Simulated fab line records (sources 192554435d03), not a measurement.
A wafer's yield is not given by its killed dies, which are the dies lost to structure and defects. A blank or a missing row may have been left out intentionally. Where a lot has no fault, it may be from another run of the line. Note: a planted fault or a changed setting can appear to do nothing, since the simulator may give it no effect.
fab line records ; flow n5_finfet
[record] lots = 7; wafers = 19; last_day = 20
route steps=1938 shown BEOL_M10@1516 PASSIVATION@1936
lots untouched by any fault: they come from a run of this same line in which no faults occurred
start_h: hours from the record's opening day to when the first of the lot's shown wafers began ; wait_h: time in hours since the lot's previous step ; " same as the row above ; L1.1+2: one row covering several wafers at once ; - either no value or no given start ; * or withheld: withheld ; < > ~ a bound
route shown NAME@n: NAME is a module with steps in the file, n the number in the route of the first one ; usual: the fault-free wafers' mean and standard deviation ; same: alike in all rows ; chamber/n: place in a boat ; sites: each site's reading ; _std_site: their standard deviation ; _edge_site: the outer-site mean with the inner-site mean subtracted ; radius_mm: how far each site lies from the wafer's centre ; mask NAME#n: copy n ; behind: the tool/chamber that last shaped the wafer ; hold: the reason the lot was held/the length of the hold in hours/how it ended ; device: which transistor (n, p or np) failed to switch ; end of line: the same wafers' tests at the end of the route ; for a step that has no rows: nothing shown but its recipe ; killed: the dies lost at the first sort to structure and to defects; this is not the yield of the wafer ; map: a wafer's dies, x killed, . not, _ none there
set.NAME: the setting as run; set.NAME@STEP: as run at that earlier step ; model.NAME: the simulator's own value behind a step, which no gauge read
lots seen at some steps along the route; tables by step, rows by wafer
services: the hour from which a tool's chamber was out of use, counted from the record's first day as start_h (under 0 if before that day), plus the number of hours and why
[[steps]]
[step N5_BEOL_M10_HM_STRIP_39]
[recipe] chemistry = peroxide_tin_strip; material = TiN; target_depth_a = 250; temp_c = 50; time_s = 158
[step N5_BEOL_M10_SRD_40]
[recipe] time_s = 30; temp_c = 23; rinse_liquid = diw; dry = ipa_marangoni
[step N5_BEOL_M10_PRECLEAN_42]
[recipe] chemistry = residue_remover; time_s = 60; temp_c = 40
[step N5_BEOL_M10_SRD_43]
[recipe] time_s = 30; temp_c = 23; rinse_liquid = diw; dry = ipa_marangoni
[step N5_BEOL_M10_CD_MEAS_35]
[recipe] target_cd_nm = 70; polarity = opening
[usual] cd_nm = 70.2/1
lot.wafer;tool;chamber;start_h;wait_h;cd_nm
L152.2;cd_sem-02;-;284.34;0.0;70.6
L152.4;cd_sem-02;-;284.34;0.0;71.3
L152.5;cd_sem-02;-;284.34;0.0;69.7
L159.1;cd_sem-03;-;332.53;0.0;70.8
L159.3;cd_sem-03;-;332.53;0.0;69.7
L159.4;cd_sem-03;-;332.53;0.0;70.5
L167.1;cd_sem-03;-;399.70;0.0;68.7
L167.6;cd_sem-03;-;399.70;0.0;69.0
L171.1;cd_sem-02;-;407.95;0.0;70.3
L171.5;cd_sem-02;-;407.95;0.0;70.1
L171.6;cd_sem-02;-;407.95;0.0;69.8
L169.2;cd_sem-03;-;413.47;0.0;70.1
L169.4;cd_sem-03;-;413.47;0.0;71.2
L174.3;cd_sem-03;-;426.59;0.0;69.4
L174.5;cd_sem-03;-;426.59;0.0;70.1
L174.6;cd_sem-03;-;426.59;0.0;68.4
L173.1;cd_sem-03;-;427.27;0.0;71.1
L173.5;cd_sem-03;-;427.27;0.0;71.1
L173.6;cd_sem-03;-;427.27;0.0;69.7
[step N5_BEOL_M10_CURE_72]
[recipe] temp_c = 370; time_s = 120; ambient = DMADMS/He; material = SiCOH_lowk
[step N5_BEOL_M10_DEGAS_44]
[recipe] ambient = vacuum; temp_c = 250; time_s = 60
[usual] heater_power_w = 330/30; susceptor_temp_C = 250.00/0.17
lot.wafer;tool;chamber;start_h;wait_h;heater_power_w;susceptor_temp_C
L152.2;pvd_sputter-02;-;286.54;2.1;314;250.06
L152.4;pvd_sputter-02;-;286.54;2.1;390;249.95
L152.5;pvd_sputter-02;-;286.54;2.1;310;249.78
L159.1;pvd_sputter-01;-;334.66;2.0;314;249.75
L159.3;pvd_sputter-01;-;334.66;2.0;332;249.77
L159.4;pvd_sputter-01;-;334.66;2.0;322;250.02
L167.1;pvd_sputter-03;-;401.87;2.1;301;249.50
L167.6;pvd_sputter-03;-;401.87;2.1;300;249.83
L171.1;pvd_sputter-01;-;409.82;1.6;334;249.71
L171.5;pvd_sputter-01;-;409.82;1.6;326;249.92
L171.6;pvd_sputter-01;-;409.82;1.6;320;250.04
L169.2;pvd_sputter-02;-;414.01;0.3;389;249.94
L169.4;pvd_sputter-02;-;414.01;0.3;309;250.25
L174.3;pvd_sputter-02;-;427.01;0.2;411;249.96
L174.5;pvd_sputter-02;-;427.01;0.2;306;249.90
L174.6;pvd_sputter-02;-;427.01;0.2;403;250.06
L173.1;pvd_sputter-02;-;427.64;0.3;385;250.09
L173.5;pvd_sputter-02;-;427.64;0.3;305;249.79
L173.6;pvd_sputter-02;-;427.64;0.3;389;250.02
[step N5_BEOL_M10_PRE_CLEAN_45]
[recipe] gas = H2/He; time_s = 30; temp_c = 250
[usual] heater_power_w = 330/30; susceptor_temp_C = 250.02/0.21
lot.wafer;tool;chamber;start_h;wait_h;heater_power_w;susceptor_temp_C
L152.2;pvd_sputter-02;-;286.58;0.0;318;249.76
L152.4;pvd_sputter-02;-;286.58;0.0;382;250.06
L152.5;pvd_sputter-02;-;286.58;0.0;316;249.91
L159.1;pvd_sputter-01;-;334.70;0.0;316;250.21
L159.3;pvd_sputter-01;-;334.70;0.0;339;250.01
L159.4;pvd_sputter-01;-;334.70;0.0;319;250.14
L167.1;pvd_sputter-03;-;401.91;0.0;302;249.78
L167.6;pvd_sputter-03;-;401.91;0.0;305;249.85
L171.1;pvd_sputter-01;-;409.86;0.0;331;249.97
L171.5;pvd_sputter-01;-;409.86;0.0;332;249.85
L171.6;pvd_sputter-01;-;409.86;0.0;320;250.21
L169.2;pvd_sputter-02;-;414.05;0.0;391;249.72
L169.4;pvd_sputter-02;-;414.05;0.0;307;249.89
L174.3;pvd_sputter-02;-;427.05;0.0;409;250.02
L174.5;pvd_sputter-02;-;427.05;0.0;317;250.28
L174.6;pvd_sputter-02;-;427.05;0.0;405;249.81
L173.1;pvd_sputter-02;-;427.68;0.0;377;250.25
L173.5;pvd_sputter-02;-;427.68;0.0;312;249.61
L173.6;pvd_sputter-02;-;427.68;0.0;384;250.23
[step N5_BEOL_M10_ALD_74]
[recipe] material = TaN; target_thk_a = 20; temp_c = 275; ald_precursor_family = PDMAT; ald_co_reactant = NH3; pressure_torr = 3; carrier_flow_sccm = 1500; pulse_time_s = 2; purge_time_s = 3; co_reactant_purge_time_s = 2; co_reactant_pulse_time_s = 3; ald_cycles = 40; precursor_vessel_temp_c = 75; precursor_vessel_pressure_torr = 26.25; precursor_vessel_carrier_sccm = 1000
[usual] heater_power_w = 419/38; mfc_carrier_sccm = 1500/4.9; susceptor_temp_C = 275.00/0.18
lot.wafer;tool;chamber;start_h;wait_h;heater_power_w;mfc_carrier_sccm;susceptor_temp_C
L152.2;ald_metal-03;3;286.65;0.0;450;1493;275.00
L152.4;ald_metal-03;0;286.65;0.0;391;1504;275.12
L152.5;ald_metal-03;2;286.65;0.0;444;1500;275.07
L159.1;ald_metal-02;1;334.94;0.2;400;1497;275.06
L159.3;ald_metal-02;0;334.94;0.2;487;1502;275.00
L159.4;ald_metal-02;3;334.94;0.2;479;1496;275.12
L167.1;ald_metal-03;0;401.97;0.0;393;1497;274.99
L167.6;ald_metal-03;0;401.97;0.0;387;1498;274.94
L171.1;ald_metal-02;2;409.94;0.1;362;1494;274.99
L171.5;ald_metal-02;3;409.94;0.1;472;1506;275.08
L171.6;ald_metal-02;2;409.94;0.1;361;1500;275.07
L169.2;ald_metal-03;3;414.11;0.0;441;1497;275.07
L169.4;ald_metal-03;1;414.11;0.0;393;1502;274.79
L174.3;ald_metal-03;2;427.11;0.0;449;1498;274.72
L174.5;ald_metal-03;0;427.11;0.0;395;1506;274.66
L174.6;ald_metal-03;1;427.11;0.0;398;1504;274.66
L173.1;ald_metal-03;3;427.74;0.0;443;1499;274.92
L173.5;ald_metal-03;3;427.74;0.0;427;1501;274.80
L173.6;ald_metal-03;0;427.74;0.0;385;1498;274.82
[step N5_BEOL_M10_SURFACE_TREAT_76]
[recipe] gas = Ar; time_s = *; ion_energy_ev = *; ion_current_ma_cm2 = 0.5; pressure_mtorr = *; ar_flow_sccm = 30
[usual] throttle_valve_pct = *
lot.wafer;tool;chamber;start_h;wait_h;throttle_valve_pct
L152.2;pvd_sputter-03;-;286.93;0.2;*
L152.4;pvd_sputter-03;-;286.93;0.2;*
L152.5;pvd_sputter-03;-;286.93;0.2;*
L159.1;pvd_sputter-02;-;335.42;0.3;*
L159.3;pvd_sputter-02;-;335.42;0.3;*
L159.4;pvd_sputter-02;-;335.42;0.3;*
L167.1;pvd_sputter-02;-;402.27;0.2;*
L167.6;pvd_sputter-02;-;402.27;0.2;*
L171.1;pvd_sputter-01;-;410.34;0.3;*
L171.5;pvd_sputter-01;-;410.34;0.3;*
L171.6;pvd_sputter-01;-;410.34;0.3;*
L169.2;pvd_sputter-01;-;414.40;0.2;*
L169.4;pvd_sputter-01;-;414.40;0.2;*
L174.3;pvd_sputter-02;-;427.39;0.2;*
L174.5;pvd_sputter-02;-;427.39;0.2;*
L174.6;pvd_sputter-02;-;427.39;0.2;*
L173.1;pvd_sputter-01;-;428.02;0.2;*
L173.5;pvd_sputter-01;-;428.02;0.2;*
L173.6;pvd_sputter-01;-;428.02;0.2;*
[step N5_BEOL_M10_CVD_75]
[recipe] material = Co; target_thk_a = 20; temp_c = withheld; precursor = CCTBA/H2; pressure_torr = 30; time_s = 138.9
[step N5_BEOL_M10_SPUTTER_48]
[recipe] material = Cu; target_thk_a = 120; temp_c = -20; bias_v = 60; power_w = 26000; chamber_pressure_pa = 0.13; time_s = 2
[step N5_BEOL_M10_ECD_50]
[recipe] material = Cu; target_thk_a = 3180
lot.wafer;tool;chamber;start_h;wait_h;model.Cu_of_BEOL_M10_ECD_50.thk_nm
L152.2;ecd_cu-02;0;287.58;0.1;317.6
L152.4;ecd_cu-02;1;287.58;0.1;318
L152.5;ecd_cu-02;0;287.58;0.1;313.8
L159.1;ecd_cu-01;1;335.76;0.1;316.2
L159.3;ecd_cu-01;1;335.76;0.1;320.6
L159.4;ecd_cu-01;0;335.76;0.1;318
L167.1;ecd_cu-02;1;402.85;0.2;211.6
L167.6;ecd_cu-02;1;402.85;0.2;316
L171.1;ecd_cu-02;1;410.76;0.1;217.4
L171.5;ecd_cu-02;0;410.76;0.1;317.4
L171.6;ecd_cu-02;1;410.76;0.1;325.2
L169.2;ecd_cu-02;1;415.50;0.1;322.4
L169.4;ecd_cu-02;1;415.50;0.1;220.6
L174.3;ecd_cu-01;0;427.71;0.1;314.8
L174.5;ecd_cu-01;1;427.71;0.1;313.8
L174.6;ecd_cu-01;0;427.71;0.1;316
L173.1;ecd_cu-01;0;428.75;0.1;321.4
L173.5;ecd_cu-01;1;428.75;0.1;322
L173.6;ecd_cu-01;0;428.75;0.1;314.8
[step N5_BEOL_M10_ANNEAL_51]
[recipe] temp_c = 225; time_s = 90; ambient = N2
[usual] wafer_temp_C_max = 225.96/0.23
lot.wafer;tool;chamber;start_h;wait_h;wafer_temp_C_max
L152.2;rtp_anneal-02;0;287.78;0.2;225.81
L152.4;rtp_anneal-02;0;287.78;0.2;225.88
L152.5;rtp_anneal-02;0;287.78;0.2;225.68
L159.1;rtp_anneal-01;0;335.87;0.1;226.27
L159.3;rtp_anneal-01;0;335.87;0.1;226.08
L159.4;rtp_anneal-01;0;335.87;0.1;226.25
L167.1;rtp_anneal-02;0;403.12;0.2;226.02
L167.6;rtp_anneal-02;0;403.12;0.2;225.60
L171.1;rtp_anneal-02;0;410.87;0.1;225.43
L171.5;rtp_anneal-02;0;410.87;0.1;225.74
L171.6;rtp_anneal-02;0;410.87;0.1;225.68
L169.2;rtp_anneal-01;0;415.70;0.2;226.47
L169.4;rtp_anneal-01;0;415.70;0.2;226.17
L174.3;rtp_anneal-01;0;427.88;0.1;226.03
L174.5;rtp_anneal-01;0;427.88;0.1;225.91
L174.6;rtp_anneal-01;0;427.88;0.1;225.72
L173.1;rtp_anneal-02;0;428.86;0.1;225.83
L173.5;rtp_anneal-02;0;428.86;0.1;225.34
L173.6;rtp_anneal-02;0;428.86;0.1;225.88
[step N5_BEOL_M10_CMP_52]
[recipe] stop_on = SiCOH_lowk; t_overpolish_s = 7; down_force_psi = 1; platen_rpm = 50; clearing_platen_down_force_psi = 1.5; clearing_platen_rpm = 50; post_cmp_clean = cu_alkaline; target_thk_nm = 140; clearing_platen_pad_velocity_m_s = 0.99484; pad_velocity_m_s = 0.99484
[usual] clearing_platen_down_force_psi = 1.5002/0.0029; head_pressure_psi = 1.0000/0.0022; motor_current_A = 6.1/0.6; time_to_endpoint_s = 69/4.2
lot.wafer;tool;chamber;start_h;wait_h;clearing_platen_down_force_psi;head_pressure_psi;motor_current_A;time_to_endpoint_s
L152.4;cmp-01;1;288.10;0.2;1.5031;1.0004;6.7;60
L152.2;cmp-01;0;288.10;0.2;1.4991;0.9986;6.2;68
L152.5;cmp-01;1;288.10;0.2;1.5013;1.0026;6.7;62
L159.1;cmp-03;2;336.17;0.3;1.5022;0.9988;5.0;73
L159.4;cmp-03;0;336.17;0.3;1.5014;1.0009;5.7;74
L159.3;cmp-03;1;336.17;0.3;1.4996;0.9992;5.3;71
L167.1;cmp-01;3;403.42;0.3;1.4989;1.0017;7.1;47
L167.6;cmp-01;3;403.42;0.3;1.4989;0.9985;7.2;69
L171.1;cmp-01;1;411.24;0.3;1.4966;1.0015;6.6;41
L171.6;cmp-01;3;411.24;0.3;1.5024;0.9988;6.6;71
L171.5;cmp-01;0;411.24;0.3;1.4995;1.0026;6.2;69
L169.2;cmp-02;2;415.95;0.2;1.4996;0.9990;6.2;65
L169.4;cmp-02;3;415.95;0.2;1.4984;1.0046;6.1;43
L174.3;cmp-02;2;428.18;0.3;1.5034;1.0020;6.5;65
L174.5;cmp-02;0;428.18;0.3;1.5010;0.9991;6.4;71
L174.6;cmp-02;1;428.18;0.3;1.4941;1.0041;6.9;68
L173.1;cmp-02;2;429.27;0.4;1.5034;1.0017;6.4;65
L173.6;cmp-02;3;429.27;0.4;1.4989;0.9984;6.4;64
L173.5;cmp-02;0;429.27;0.4;1.5029;1.0030;6.5;72
[step N5_BEOL_M10_THK_MEAS_53]
[recipe] thk_meas_gauge = xrf; reads = Cu_of_BEOL_M10_ECD_50
[usual] M10_THK = 142/3.3
lot.wafer;tool;chamber;start_h;wait_h;M10_THK[nm]
L152.2;film_metro-01;-;288.40;-;150
L152.4;film_metro-01;-;288.40;-;145
L152.5;film_metro-01;-;288.40;-;147
L159.1;film_metro-01;-;336.46;-;143
L159.3;film_metro-01;-;336.46;-;148
L159.4;film_metro-01;-;336.46;-;143
L167.1;film_metro-01;-;403.72;-;139
L167.6;film_metro-01;-;403.72;-;140
L171.1;film_metro-01;-;411.46;-;137
L171.5;film_metro-01;-;411.46;-;139
L171.6;film_metro-01;-;411.46;-;141
L169.2;film_metro-01;-;416.27;0.3;136
L169.4;film_metro-01;-;416.27;0.3;138
L174.3;film_metro-02;-;428.40;-;135
L174.5;film_metro-02;-;428.40;-;146
L174.6;film_metro-02;-;428.40;-;148
L173.1;film_metro-01;-;429.45;-;146
L173.5;film_metro-01;-;429.45;-;140
L173.6;film_metro-01;-;429.45;-;143
[step N5_PASSIVATION_PROBE_49]
[usual] defect_limited_yield = 91.4/1.4; killed_at_M0_to_M3 = 34/9.1; killed_at_M4_up = 14/5.2; killed_at_contacts = 12/6.4; killed_at_front_end = 38/11; killed_at_other = 3.7/2.8; killed_dies = 102/17; killed_open = 68/13; killed_short = 32/7.8; sort_bin_4_leakage = 0.05/0.3; sort_bin_5_function = 5.1/1; sort_bin_6_memory = 3.2/0.66; sort_n_pass = 1076/19; sort_yield_pct = 91.2/1.6
[same] gross_dies = 1180; killed_at_back_side = 0; sort_bin_8_speed[%] = 0
lot.wafer;tool;chamber;start_h;wait_h;defect_limited_yield[%];killed_at_M0_to_M3;killed_at_M4_up;killed_at_contacts;killed_at_front_end;killed_at_other;killed_dies;killed_open;killed_short;sort_bin_4_leakage[%];sort_bin_5_function[%];sort_bin_6_memory[%];sort_n_pass;sort_yield_pct[%]
L169.2;prober-01;-;468.86;0.1;91.4;50;17;8;22;4;101;75;26;0;4.4;4.0;1079;91.4
// killed by level:class
L169.2 BEOL_M0_SAQP:geometric_particle:open=14 BEOL_M0_SAQP:geometric_particle:short=9 BEOL_M2:geometric_particle:open=9 MOL_CONTACT_COAG:geometric_particle:open=8 BEOL_M1:geometric_particle:open=7 BEOL_M4:geometric_particle:open=7 FIN_SAQP:geometric_particle:open=5 BEOL_M3:geometric_particle:open=5
[[services]]
tool;chamber;start_h;hours;kind
ecd_cu-01;-;268.25;2.1;repair
cmp-02;-;278.14;6.8;pm
cmp-03;-;278.64;4.0;pm
cmp-03;-;282.64;-;consumable_replace:conditioner
cmp-03;-;282.64;-;consumable_replace:pad
cmp-01;-;286.09;2.0;repair
ald_metal-03;2;304.12;26.3;repair
ald_metal-02;0;313.72;13.2;repair
cmp-02;-;316.58;2.1;repair
ald_metal-03;1;328.56;3.3;repair
rtp_anneal-01;-;337.03;5.9;pm
cmp-01;-;351.23;0.9;repair
cmp-03;-;353.81;6.1;pm
ecd_cu-02;-;370.21;1.8;repair
ald_metal-02;0;371.08;3.7;repair
cmp-01;-;385.15;1.7;repair
cmp-01;-;392.53;4.0;pm
cmp-01;-;396.53;-;consumable_replace:conditioner
cmp-01;-;396.53;-;consumable_replace:pad
ald_metal-03;2;414.51;3.9;repair
pvd_sputter-03;-;423.06;8.9;repair
cmp-01;-;423.18;0.5;repair
cmp-02;-;424.48;1.6;repair
cmp-03;-;427.87;0.4;repair
[[key]]
[first_sign] step = N5_BEOL_M10_CMP_52; reading = time_to_endpoint_s; direction = down; sigmas = 5.9; usual = *; struck = *
effect none on later readings
[model_effect] step = N5_BEOL_M10_ECD_50; value = Cu_of_BEOL_M10_ECD_50.thk_nm; without = 319.7; struck = 216.5
met_at N5_BEOL_M10_ECD_50
struck_wafers L167.1,L169.4,L171.1
onset_between 287.58 402.85
[fault] kind = process_parameter_drift; tool = ecd_cu-02; chamber = -; onset_h = 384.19; steps = N5_BEOL_M10_ECD_50; channel = target_thk_a; offset = *; shape = step; end_h = 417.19; scope = struck_wafers_only; acts_in = *; stated = *
